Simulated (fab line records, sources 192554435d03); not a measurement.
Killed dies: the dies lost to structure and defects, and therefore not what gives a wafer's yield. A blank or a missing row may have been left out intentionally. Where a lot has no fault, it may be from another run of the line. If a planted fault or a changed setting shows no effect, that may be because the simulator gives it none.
Chamber matching || flow n5Finfet || N5_GATE_CUT_STRIP_41 on rieDiel-04: 4 sister chambers
The step strips in CF4. 4 wafers are shown with their chamber, then 8 later ones without.

== WAFERS, EACH WITH ITS CHAMBER ==
{"wafer": "L082.1", "chamber": 1, "drypumpMotorCurrentA (A)": 5.4}
{"wafer": "L085.2", "chamber": 3, "drypumpMotorCurrentA (A)": 6.8}
{"wafer": "L085.6", "chamber": 2, "drypumpMotorCurrentA (A)": 6.1}
{"wafer": "L086.1", "chamber": 0, "drypumpMotorCurrentA (A)": 5.4}

== WAFERS MISSING THEIR CHAMBER ==
{"wafer": "L086.2", "drypumpMotorCurrentA (A)": 6.7}
{"wafer": "L086.3", "drypumpMotorCurrentA (A)": 6.1}
{"wafer": "L088.1", "drypumpMotorCurrentA (A)": 6.8}
{"wafer": "L088.4", "drypumpMotorCurrentA (A)": 6.1}
{"wafer": "L088.6", "drypumpMotorCurrentA (A)": 6.8}
{"wafer": "L094.1", "drypumpMotorCurrentA (A)": 6.8}
{"wafer": "L094.3", "drypumpMotorCurrentA (A)": 5.4}
{"wafer": "L094.4", "drypumpMotorCurrentA (A)": 5.4}

== WHICH CHAMBER EACH ONE RAN IN ==
{"wafer": "L086.2", "from the rows above": 3, "in truth": 3}
{"wafer": "L086.3", "from the rows above": 2, "in truth": 2}
{"wafer": "L088.1", "from the rows above": 3, "in truth": 3}
{"wafer": "L088.4", "from the rows above": 2, "in truth": 2}
{"wafer": "L088.6", "from the rows above": 3, "in truth": 3}
{"wafer": "L094.1", "from the rows above": 3, "in truth": 3}
{"wafer": "L094.3", "from the rows above": "can't be placed: 0 or 1", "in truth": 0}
{"wafer": "L094.4", "from the rows above": "can't be placed: 0 or 1", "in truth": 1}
Correct placement for 6 of the 8. Not placeable from these rows: 2 (in 2, the candidates include the true chamber). Wrongly placed: 0.
How it was worked out, from the rows above alone: a wafer's distance from a chamber is the root of the sum, over the readings, of the square of ((its reading less the chamber's mean) divided by the reading's scatter). The wafer belongs to the nearest chamber; if the next one is less than 2 further off, it can't be placed. For every chamber, the mean is computed from those of its wafers that are shown. The scatter: with one shown wafer a chamber, the root of the mean of the squares of how far each hidden wafer lies from its nearest shown one.
